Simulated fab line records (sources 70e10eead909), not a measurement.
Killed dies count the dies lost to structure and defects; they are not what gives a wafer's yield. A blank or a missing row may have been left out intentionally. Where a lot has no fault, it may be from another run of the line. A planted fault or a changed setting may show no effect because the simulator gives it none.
Chamber matching + flow nandHarc + cmp-04 running NHARC_A_DECK1_JOINT_CMP_13: 4 sister chambers
The step polishes, target thk 51.023 nm. 8 wafers are shown with their chamber, then 7 later ones without.

## WAFERS, EACH WITH ITS CHAMBER
| wafer  | chamber | motorCurrentA (A) | timeToEndpointS (s) |
|--------|---------|-------------------|---------------------|
| L847.2 | 0       | 11.9              | 7                   |
| L852.4 | 0       | 11.5              | 7                   |
| L853.2 | 2       | 13.8              | 14                  |
| L863.3 | 1       | 12.3              | 8                   |
| L863.4 | 3       | 12.1              | 7                   |
| L863.5 | 1       | 12.8              | 6                   |
| L865.1 | 2       | 13.9              | 11                  |
| L865.3 | 3       | 12.2              | 8                   |

## WAFERS MISSING THEIR CHAMBER
| wafer  | motorCurrentA (A) | timeToEndpointS (s) |
|--------|-------------------|---------------------|
| L865.4 | 11.0              | 8                   |
| L867.1 | 12.7              | 7                   |
| L867.3 | 10.9              | 10                  |
| L867.5 | 12.0              | 11                  |
| L868.2 | 13.5              | 12                  |
| L868.3 | 12.4              | 8                   |
| L868.4 | 12.1              | 7                   |

## WHICH CHAMBER EACH ONE RAN IN
| wafer  | from the rows above          | in truth |
|--------|------------------------------|----------|
| L865.4 | can't be placed: 0 or 3      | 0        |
| L867.1 | can't be placed: 1 or 3      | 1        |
| L867.3 | can't be placed: 0 or 3      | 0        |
| L867.5 | can't be placed: 3 or 0 or 1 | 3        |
| L868.2 | 2                            | 2        |
| L868.3 | can't be placed: 1 or 3      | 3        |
| L868.4 | can't be placed: 3 or 0 or 1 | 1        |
Correctly placed: 1 of 7. Cannot be placed on the basis of these rows: 6; the candidates contain the true chamber in 6. 0 placed wrongly.
How it was worked out, from the rows above alone: a wafer's distance from a chamber is the root of the sum, over the readings, of the square of ((its reading less the chamber's mean) divided by the reading's scatter). The wafer belongs to the nearest chamber; if the next one is less than 2 further off, it can't be placed. For every chamber, the mean is computed from those of its wafers that are shown. The scatter: the root of (the sum of the squares of (reading less its chamber's mean) over the shown wafers, divided by (wafers less chambers)).
